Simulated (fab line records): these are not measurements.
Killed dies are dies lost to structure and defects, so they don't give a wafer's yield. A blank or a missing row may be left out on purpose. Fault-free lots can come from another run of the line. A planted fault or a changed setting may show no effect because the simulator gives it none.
Which tool is to blame? :: flow nand-harc :: 15 lots with 45 wafers sampled at 4 steps, on a route of 1302 steps

== WHAT EACH GAUGE READ, for each wafer ==
The record holds no reading of a measuring or inspecting step that can be judged against a usual standard deviation.

== WHAT TOOL EACH LOT RAN ON (gives the tool, then ch and the chambers of the sampled wafers, and finally the start) ==
lot: L265
NHARC_A_CONTACT_ETCH_113: har-cap-etch-03 ch 0,1, day 22 05:56
NHARC_A_CONTACT_ETCH_114: har-cap-etch-03 ch 0,1, day 22 06:07
NHARC_A_CONTACT_ETCH_116: har-cap-etch-03 ch 0,1, day 22 06:27
NHARC_A_CONTACT_ETCH_119: har-cap-etch-03 ch 0,1, day 22 06:58

lot: L264
NHARC_A_CONTACT_ETCH_113: har-cap-etch-03 ch 0,1, day 22 08:35
NHARC_A_CONTACT_ETCH_114: har-cap-etch-03 ch 0,1, day 22 08:45
NHARC_A_CONTACT_ETCH_116: har-cap-etch-03 ch 0,1, day 22 09:05
NHARC_A_CONTACT_ETCH_119: har-cap-etch-03 ch 0,1, day 22 09:37

lot: L266
NHARC_A_CONTACT_ETCH_113: har-cap-etch-01 ch 0,1, day 22 14:26
NHARC_A_CONTACT_ETCH_114: har-cap-etch-01 ch 0,1, day 22 14:36
NHARC_A_CONTACT_ETCH_116: har-cap-etch-01 ch 0,1, day 22 14:56
NHARC_A_CONTACT_ETCH_119: har-cap-etch-01 ch 0,1, day 22 15:28

lot: L268
NHARC_A_CONTACT_ETCH_113: har-cap-etch-02 ch 0,1, day 23 01:29
NHARC_A_CONTACT_ETCH_114: har-cap-etch-02 ch 0,1, day 23 01:39
NHARC_A_CONTACT_ETCH_116: har-cap-etch-02 ch 0,1, day 23 01:59
NHARC_A_CONTACT_ETCH_119: har-cap-etch-02 ch 0,1, day 23 02:31

lot: L267
NHARC_A_CONTACT_ETCH_113: har-cap-etch-01 ch 0,1, day 23 12:23
NHARC_A_CONTACT_ETCH_114: har-cap-etch-01 ch 0,1, day 23 12:34
NHARC_A_CONTACT_ETCH_116: har-cap-etch-01 ch 0,1, day 23 12:55
NHARC_A_CONTACT_ETCH_119: har-cap-etch-01 ch 0,1, day 23 13:25

lot: L269
NHARC_A_CONTACT_ETCH_113: har-cap-etch-03 ch 0, day 23 15:53
NHARC_A_CONTACT_ETCH_114: har-cap-etch-03 ch 0, day 23 16:04
NHARC_A_CONTACT_ETCH_116: har-cap-etch-03 ch 0, day 23 16:24
NHARC_A_CONTACT_ETCH_119: har-cap-etch-03 ch 0, day 23 16:55

lot: L277
NHARC_A_CONTACT_ETCH_113: har-cap-etch-03 ch 0,1, day 26 18:28
NHARC_A_CONTACT_ETCH_114: har-cap-etch-03 ch 0,1, day 26 18:38
NHARC_A_CONTACT_ETCH_116: har-cap-etch-03 ch 0,1, day 26 18:59
NHARC_A_CONTACT_ETCH_119: har-cap-etch-03 ch 0,1, day 26 19:29

lot: L278
NHARC_A_CONTACT_ETCH_113: har-cap-etch-01 ch 0,1, day 27 14:43
NHARC_A_CONTACT_ETCH_114: har-cap-etch-01 ch 0,1, day 27 14:54
NHARC_A_CONTACT_ETCH_116: har-cap-etch-01 ch 0,1, day 27 15:14
NHARC_A_CONTACT_ETCH_119: har-cap-etch-01 ch 0,1, day 27 15:46

lot: L279
NHARC_A_CONTACT_ETCH_113: har-cap-etch-03 ch 0,1, day 28 14:17
NHARC_A_CONTACT_ETCH_114: har-cap-etch-03 ch 0,1, day 28 14:31
NHARC_A_CONTACT_ETCH_116: har-cap-etch-03 ch 0,1, day 28 14:58
NHARC_A_CONTACT_ETCH_119: har-cap-etch-03 ch 0,1, day 28 15:38

lot: L281
NHARC_A_CONTACT_ETCH_113: har-cap-etch-02 ch 0,1, day 29 11:09
NHARC_A_CONTACT_ETCH_114: har-cap-etch-02 ch 0,1, day 29 11:20
NHARC_A_CONTACT_ETCH_116: har-cap-etch-02 ch 0,1, day 29 11:40
NHARC_A_CONTACT_ETCH_119: har-cap-etch-02 ch 0,1, day 29 12:11

lot: L285
NHARC_A_CONTACT_ETCH_113: har-cap-etch-01 ch 0,1, day 30 03:02
NHARC_A_CONTACT_ETCH_114: har-cap-etch-01 ch 0,1, day 30 03:13
NHARC_A_CONTACT_ETCH_116: har-cap-etch-01 ch 0,1, day 30 03:33
NHARC_A_CONTACT_ETCH_119: har-cap-etch-01 ch 0,1, day 30 04:04

lot: L283
NHARC_A_CONTACT_ETCH_113: har-cap-etch-02 ch 0,1, day 30 03:34
NHARC_A_CONTACT_ETCH_114: har-cap-etch-02 ch 0,1, day 30 03:44
NHARC_A_CONTACT_ETCH_116: har-cap-etch-02 ch 0,1, day 30 04:05
NHARC_A_CONTACT_ETCH_119: har-cap-etch-02 ch 0,1, day 30 04:35

lot: L284
NHARC_A_CONTACT_ETCH_113: har-cap-etch-01 ch 0,1, day 30 12:49
NHARC_A_CONTACT_ETCH_114: har-cap-etch-01 ch 0,1, day 30 12:59
NHARC_A_CONTACT_ETCH_116: har-cap-etch-01 ch 0,1, day 30 13:20
NHARC_A_CONTACT_ETCH_119: har-cap-etch-01 ch 0,1, day 30 13:50

lot: L282
NHARC_A_CONTACT_ETCH_113: har-cap-etch-02 ch 0,1, day 30 18:04
NHARC_A_CONTACT_ETCH_114: har-cap-etch-02 ch 0,1, day 30 18:14
NHARC_A_CONTACT_ETCH_116: har-cap-etch-02 ch 0,1, day 30 18:34
NHARC_A_CONTACT_ETCH_119: har-cap-etch-02 ch 0,1, day 30 19:05

lot: L286
NHARC_A_CONTACT_ETCH_113: har-cap-etch-02 ch 0,1, day 31 00:12
NHARC_A_CONTACT_ETCH_114: har-cap-etch-02 ch 0,1, day 31 00:22
NHARC_A_CONTACT_ETCH_116: har-cap-etch-02 ch 0,1, day 31 00:43
NHARC_A_CONTACT_ETCH_119: har-cap-etch-02 ch 0,1, day 31 01:14
- NHARC_A_CONTACT_ETCH_113: etches the open film in C4F8/O2/Ar, time 190 s, target depth 1850 nm.
- NHARC_A_CONTACT_ETCH_114: etches the open film in C4F8/O2/Ar, time 190 s, target depth 1850 nm.
- NHARC_A_CONTACT_ETCH_116: etches the open film in C4F8/O2/Ar, time 190 s, target depth 1850 nm.
- NHARC_A_CONTACT_ETCH_119: etches the open film in C4F8/O2/Ar, time 190 s, target depth 1850 nm.

== AS READ BY THE TOOLS THEMSELVES (means over the sampled wafers that have a number; for cases with no such wafer, the mark the record gives instead) ==
NHARC_A_CONTACT_ETCH_113.
lot: L265
tool: har-cap-etch-03
chamber-pressure-mTorr (mTorr): 19.996
oes-air-line-au (a.u.): 0.995

lot: L264
tool: har-cap-etch-03
chamber-pressure-mTorr (mTorr): 20.015
oes-air-line-au (a.u.): 0.992

lot: L266
tool: har-cap-etch-01
chamber-pressure-mTorr (mTorr): 20.002
oes-air-line-au (a.u.): 1.010

lot: L268
tool: har-cap-etch-02
chamber-pressure-mTorr (mTorr): 20.003
oes-air-line-au (a.u.): 1.012

lot: L267
tool: har-cap-etch-01
chamber-pressure-mTorr (mTorr): 20.022
oes-air-line-au (a.u.): 1.008

lot: L269
tool: har-cap-etch-03
chamber-pressure-mTorr (mTorr): 20.003
oes-air-line-au (a.u.): 0.990

lot: L277
tool: har-cap-etch-03
chamber-pressure-mTorr (mTorr): 20.002
oes-air-line-au (a.u.): 1.000

lot: L278
tool: har-cap-etch-01
chamber-pressure-mTorr (mTorr): 20.006
oes-air-line-au (a.u.): 0.977

lot: L279
tool: har-cap-etch-03
chamber-pressure-mTorr (mTorr): 19.990
oes-air-line-au (a.u.): 1.013

lot: L281
tool: har-cap-etch-02
chamber-pressure-mTorr (mTorr): 19.992
oes-air-line-au (a.u.): 0.997

lot: L285
tool: har-cap-etch-01
chamber-pressure-mTorr (mTorr): 20.001
oes-air-line-au (a.u.): 1.011

lot: L283
tool: har-cap-etch-02
chamber-pressure-mTorr (mTorr): 20.006
oes-air-line-au (a.u.): 1.007

lot: L284
tool: har-cap-etch-01
chamber-pressure-mTorr (mTorr): 20.006
oes-air-line-au (a.u.): 0.993

lot: L282
tool: har-cap-etch-02
chamber-pressure-mTorr (mTorr): 19.996
oes-air-line-au (a.u.): 0.995

lot: L286
tool: har-cap-etch-02
chamber-pressure-mTorr (mTorr): 20.001
oes-air-line-au (a.u.): 1.017

NHARC_A_CONTACT_ETCH_114.
lot: L265
tool: har-cap-etch-03
chamber-pressure-mTorr (mTorr): 19.997
oes-air-line-au (a.u.): 0.996

lot: L264
tool: har-cap-etch-03
chamber-pressure-mTorr (mTorr): 20.019
oes-air-line-au (a.u.): 1.001

lot: L266
tool: har-cap-etch-01
chamber-pressure-mTorr (mTorr): 19.978
oes-air-line-au (a.u.): 1.020

lot: L268
tool: har-cap-etch-02
chamber-pressure-mTorr (mTorr): 20.002
oes-air-line-au (a.u.): 0.992

lot: L267
tool: har-cap-etch-01
chamber-pressure-mTorr (mTorr): 20.008
oes-air-line-au (a.u.): 1.006

lot: L269
tool: har-cap-etch-03
chamber-pressure-mTorr (mTorr): 19.992
oes-air-line-au (a.u.): 1.039

lot: L277
tool: har-cap-etch-03
chamber-pressure-mTorr (mTorr): 20.002
oes-air-line-au (a.u.): 1.012

lot: L278
tool: har-cap-etch-01
chamber-pressure-mTorr (mTorr): 20.008
oes-air-line-au (a.u.): 0.992

lot: L279
tool: har-cap-etch-03
chamber-pressure-mTorr (mTorr): 20.008
oes-air-line-au (a.u.): 0.994

lot: L281
tool: har-cap-etch-02
chamber-pressure-mTorr (mTorr): 20.010
oes-air-line-au (a.u.): 0.997

lot: L285
tool: har-cap-etch-01
chamber-pressure-mTorr (mTorr): 19.995
oes-air-line-au (a.u.): 1.005

lot: L283
tool: har-cap-etch-02
chamber-pressure-mTorr (mTorr): 20.007
oes-air-line-au (a.u.): 1.013

lot: L284
tool: har-cap-etch-01
chamber-pressure-mTorr (mTorr): 19.988
oes-air-line-au (a.u.): 1.015

lot: L282
tool: har-cap-etch-02
chamber-pressure-mTorr (mTorr): 19.989
oes-air-line-au (a.u.): 1.007

lot: L286
tool: har-cap-etch-02
chamber-pressure-mTorr (mTorr): 19.999
oes-air-line-au (a.u.): 0.979

NHARC_A_CONTACT_ETCH_116.
lot: L265
tool: har-cap-etch-03
chamber-pressure-mTorr (mTorr): 19.987
oes-air-line-au (a.u.): 0.979

lot: L264
tool: har-cap-etch-03
chamber-pressure-mTorr (mTorr): 19.997
oes-air-line-au (a.u.): 1.024

lot: L266
tool: har-cap-etch-01
chamber-pressure-mTorr (mTorr): 19.987
oes-air-line-au (a.u.): 0.981

lot: L268
tool: har-cap-etch-02
chamber-pressure-mTorr (mTorr): 20.006
oes-air-line-au (a.u.): 0.992

lot: L267
tool: har-cap-etch-01
chamber-pressure-mTorr (mTorr): 20.018
oes-air-line-au (a.u.): 1.008

lot: L269
tool: har-cap-etch-03
chamber-pressure-mTorr (mTorr): 20.000
oes-air-line-au (a.u.): 1.006

lot: L277
tool: har-cap-etch-03
chamber-pressure-mTorr (mTorr): 20.006
oes-air-line-au (a.u.): 1.000

lot: L278
tool: har-cap-etch-01
chamber-pressure-mTorr (mTorr): 20.020
oes-air-line-au (a.u.): 1.008

lot: L279
tool: har-cap-etch-03
chamber-pressure-mTorr (mTorr): 20.005
oes-air-line-au (a.u.): 0.997

lot: L281
tool: har-cap-etch-02
chamber-pressure-mTorr (mTorr): 20.004
oes-air-line-au (a.u.): 0.988

lot: L285
tool: har-cap-etch-01
chamber-pressure-mTorr (mTorr): 20.030
oes-air-line-au (a.u.): 0.998

lot: L283
tool: har-cap-etch-02
chamber-pressure-mTorr (mTorr): 20.002
oes-air-line-au (a.u.): 0.997

lot: L284
tool: har-cap-etch-01
chamber-pressure-mTorr (mTorr): 20.014
oes-air-line-au (a.u.): 1.015

lot: L282
tool: har-cap-etch-02
chamber-pressure-mTorr (mTorr): 20.013
oes-air-line-au (a.u.): 0.998

lot: L286
tool: har-cap-etch-02
chamber-pressure-mTorr (mTorr): 20.007
oes-air-line-au (a.u.): 1.013

NHARC_A_CONTACT_ETCH_119.
lot: L265
tool: har-cap-etch-03
chamber-pressure-mTorr (mTorr): 19.999
oes-air-line-au (a.u.): 1.003

lot: L264
tool: har-cap-etch-03
chamber-pressure-mTorr (mTorr): 20.021
oes-air-line-au (a.u.): 0.981

lot: L266
tool: har-cap-etch-01
chamber-pressure-mTorr (mTorr): -
oes-air-line-au (a.u.): -

lot: L268
tool: har-cap-etch-02
chamber-pressure-mTorr (mTorr): -
oes-air-line-au (a.u.): -

lot: L267
tool: har-cap-etch-01
chamber-pressure-mTorr (mTorr): -
oes-air-line-au (a.u.): -

lot: L269
tool: har-cap-etch-03
chamber-pressure-mTorr (mTorr): 19.986
oes-air-line-au (a.u.): 0.987

lot: L277
tool: har-cap-etch-03
chamber-pressure-mTorr (mTorr): 20.003
oes-air-line-au (a.u.): 1.017

lot: L278
tool: har-cap-etch-01
chamber-pressure-mTorr (mTorr): 20.008
oes-air-line-au (a.u.): 0.986

lot: L279
tool: har-cap-etch-03
chamber-pressure-mTorr (mTorr): 19.994
oes-air-line-au (a.u.): 0.989

lot: L281
tool: har-cap-etch-02
chamber-pressure-mTorr (mTorr): 19.992
oes-air-line-au (a.u.): 0.995

lot: L285
tool: har-cap-etch-01
chamber-pressure-mTorr (mTorr): 20.005
oes-air-line-au (a.u.): 1.002

lot: L283
tool: har-cap-etch-02
chamber-pressure-mTorr (mTorr): 19.984
oes-air-line-au (a.u.): 0.987

lot: L284
tool: har-cap-etch-01
chamber-pressure-mTorr (mTorr): 19.998
oes-air-line-au (a.u.): 0.998

lot: L282
tool: har-cap-etch-02
chamber-pressure-mTorr (mTorr): 20.002
oes-air-line-au (a.u.): 1.000

lot: L286
tool: har-cap-etch-02
chamber-pressure-mTorr (mTorr): 19.993
oes-air-line-au (a.u.): 0.987

== THE ANSWER, worked out from the rows above alone ==
Rule: usual is defined by the lots themselves. Put in order of their means at a reading, lots are off if they are a third of the lots or fewer, leave a main group of 4 or more, and stand apart from it by a gap of 3 or more times the standard deviation of the main group's means; of several such gaps the widest counts. If all means in a main group match to the digits the tables above print for the reading, that group is not used. A lot without any number at a reading at which 4 lots or more have one is off too. Any other lot the step has rows for is counted as sound. First the gauges in route order, then the tools' own readings, where a lot's mean is used as printed above. The first step at which some lot is off is used, and at that step the reading that is off furthest; a lot without a number counts as furthest.
Off: L266, L268, L267, at NHARC_A_CONTACT_ETCH_119 (chamber-pressure-mTorr). Without a number there: L266, L268, L267. For the main group the mean is 19.999 mTorr and the standard deviation 0.0097.
A tool fits if, at that step or a process step before it, it ran every lot that is off, and no sound lot after the first of them. Of those tried, none fits.

== WHAT WAS PUT IN BY THE SIMULATOR ==
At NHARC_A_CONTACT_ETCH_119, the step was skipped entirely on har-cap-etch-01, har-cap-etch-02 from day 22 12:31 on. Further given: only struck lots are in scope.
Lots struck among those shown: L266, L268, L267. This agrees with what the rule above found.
